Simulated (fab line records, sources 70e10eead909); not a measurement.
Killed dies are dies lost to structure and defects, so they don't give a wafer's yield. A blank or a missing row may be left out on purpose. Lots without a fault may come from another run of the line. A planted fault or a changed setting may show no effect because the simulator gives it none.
Chamber matching | flow nand_harc | NHARC_A_ZERO_WELL_ETCH_13 on rie_si-03: 4 sister chambers
The step etches the open film in HBr/Cl2, target depth 120 nm, time 40.1 s. 4 wafers are shown with their chamber, then 9 later ones without.

WAFERS WITH THEIR CHAMBER
wafer  | chamber | drypump_motor_current_A (A)
L604.2 | 1       | 5.81
L607.1 | 0       | 6.30
L607.2 | 2       | 5.65
L607.6 | 3       | 5.63

WAFERS WITHOUT THEIR CHAMBER
wafer  | drypump_motor_current_A (A)
L608.1 | 5.64
L608.3 | 5.60
L608.4 | 5.80
L612.2 | 5.75
L612.3 | 5.59
L612.5 | 5.62
L613.1 | 5.80
L613.3 | 6.32
L613.4 | 5.59

WHICH CHAMBER EACH WENT THROUGH
wafer  | from the rows above          | in truth
L608.1 | can't be placed: 3 or 2      | 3
L608.3 | can't be placed: 3 or 2      | 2
L608.4 | 1                            | 1
L612.2 | can't be placed: 1 or 2 or 3 | 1
L612.3 | can't be placed: 3 or 2      | 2
L612.5 | can't be placed: 3 or 2      | 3
L613.1 | 1                            | 1
L613.3 | 0                            | 0
L613.4 | can't be placed: 3 or 2      | 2
Placed correctly: 3 of 9. Can't be placed from these rows: 6 (the true chamber is among the candidates in 6). Placed wrongly: 0.
How it was worked out, from the rows above alone: a wafer's distance from a chamber is the root of the sum, over the readings, of the square of ((its reading less the chamber's mean) divided by the reading's scatter). The wafer belongs to the nearest chamber; if the next one is less than 2 further off, it can't be placed. A chamber's mean is the mean of its shown wafers. The scatter: with one shown wafer a chamber, the root of the mean of the squares of how far each hidden wafer lies from its nearest shown one.
